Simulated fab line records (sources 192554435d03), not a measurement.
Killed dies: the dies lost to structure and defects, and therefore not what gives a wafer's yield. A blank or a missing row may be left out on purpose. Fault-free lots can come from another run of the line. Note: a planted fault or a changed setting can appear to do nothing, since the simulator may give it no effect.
Chamber matching / flow n5-finfet / N5_BEOL_M3_ILD_DEP_00 on pecvd-04 has 3 sister chambers
The step deposits SiOC from DEMS/O2, target thk 79 nm, time 15.3 s. 14 wafers are shown with their chamber, then 7 later ones without.

## WAFERS PAIRED WITH THEIR CHAMBERS
wafer=L074.2; chamber=2; showerhead-plenum-p-Torr (Torr)=5.688; heater-power-w (W)=523; rf-fwd-power-W (W)=488.3
wafer=L074.3; chamber=1; showerhead-plenum-p-Torr (Torr)=5.706; heater-power-w (W)=503; rf-fwd-power-W (W)=488.5
wafer=L074.6; chamber=2; showerhead-plenum-p-Torr (Torr)=5.682; heater-power-w (W)=520; rf-fwd-power-W (W)=488.4
wafer=L076.1; chamber=1; showerhead-plenum-p-Torr (Torr)=5.706; heater-power-w (W)=463; rf-fwd-power-W (W)=488.5
wafer=L076.4; chamber=2; showerhead-plenum-p-Torr (Torr)=5.670; heater-power-w (W)=530; rf-fwd-power-W (W)=492.3
wafer=L076.5; chamber=0; showerhead-plenum-p-Torr (Torr)=5.694; heater-power-w (W)=583; rf-fwd-power-W (W)=495.7
wafer=L077.3; chamber=0; showerhead-plenum-p-Torr (Torr)=5.693; heater-power-w (W)=582; rf-fwd-power-W (W)=495.6
wafer=L077.5; chamber=0; showerhead-plenum-p-Torr (Torr)=5.705; heater-power-w (W)=576; rf-fwd-power-W (W)=497.1
wafer=L077.6; chamber=1; showerhead-plenum-p-Torr (Torr)=5.705; heater-power-w (W)=494; rf-fwd-power-W (W)=493.4
wafer=L083.1; chamber=0; showerhead-plenum-p-Torr (Torr)=5.694; heater-power-w (W)=582; rf-fwd-power-W (W)=494.4
wafer=L083.2; chamber=2; showerhead-plenum-p-Torr (Torr)=5.668; heater-power-w (W)=593; rf-fwd-power-W (W)=490.3
wafer=L083.6; chamber=1; showerhead-plenum-p-Torr (Torr)=5.701; heater-power-w (W)=502; rf-fwd-power-W (W)=488.7
wafer=L086.3; chamber=1; showerhead-plenum-p-Torr (Torr)=5.711; heater-power-w (W)=479; rf-fwd-power-W (W)=489.8
wafer=L086.4; chamber=0; showerhead-plenum-p-Torr (Torr)=5.694; heater-power-w (W)=562; rf-fwd-power-W (W)=495.6

SIGNATURES (means of the wafers above)
reading=showerhead-plenum-p-Torr; chamber 0=5.69600; chamber 1=5.70580; chamber 2=5.67700; scatter within a chamber=0.00624
reading=heater-power-w; chamber 0=577.00; chamber 1=488.20; chamber 2=541.50; scatter within a chamber=21.5
reading=rf-fwd-power-W; chamber 0=495.680; chamber 1=489.780; chamber 2=489.825; scatter within a chamber=1.7
Rule: a wafer's distance from a chamber is the root of the sum, over the readings, of the square of ((its reading less the chamber's mean) divided by the reading's scatter). The wafer belongs to the nearest chamber; if the next one is less than 2 further off, it can't be placed. The scatter: the root of (the sum of the squares of (reading less its chamber's mean) over the shown wafers, divided by (wafers less chambers)).

## WAFERS WITHOUT THEIR CHAMBER
wafer=L086.5; showerhead-plenum-p-Torr (Torr)=5.700; heater-power-w (W)=554; rf-fwd-power-W (W)=494.4
wafer=L092.1; showerhead-plenum-p-Torr (Torr)=5.697; heater-power-w (W)=590; rf-fwd-power-W (W)=493.1
wafer=L092.2; showerhead-plenum-p-Torr (Torr)=5.703; heater-power-w (W)=394; rf-fwd-power-W (W)=491.9
wafer=L092.3; showerhead-plenum-p-Torr (Torr)=5.661; heater-power-w (W)=599; rf-fwd-power-W (W)=488.9
wafer=L093.1; showerhead-plenum-p-Torr (Torr)=5.709; heater-power-w (W)=524; rf-fwd-power-W (W)=494.9
wafer=L093.3; showerhead-plenum-p-Torr (Torr)=5.670; heater-power-w (W)=587; rf-fwd-power-W (W)=490.6
wafer=L093.5; showerhead-plenum-p-Torr (Torr)=5.705; heater-power-w (W)=517; rf-fwd-power-W (W)=494.5

## THE CHAMBER EACH PASSED THROUGH
wafer=L086.5; from the rows above=0; in truth=0
wafer=L092.1; from the rows above=0; in truth=0
wafer=L092.2; from the rows above=1; in truth=1
wafer=L092.3; from the rows above=2; in truth=2
wafer=L093.1; from the rows above=can't be placed: 0 or 1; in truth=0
wafer=L093.3; from the rows above=2; in truth=2
wafer=L093.5; from the rows above=can't be placed: 1 or 0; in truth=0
Placed correctly: 5 of 7. Unplaceable from these rows: 2, with the true chamber sitting among the candidates in 2. 0 placed wrongly.
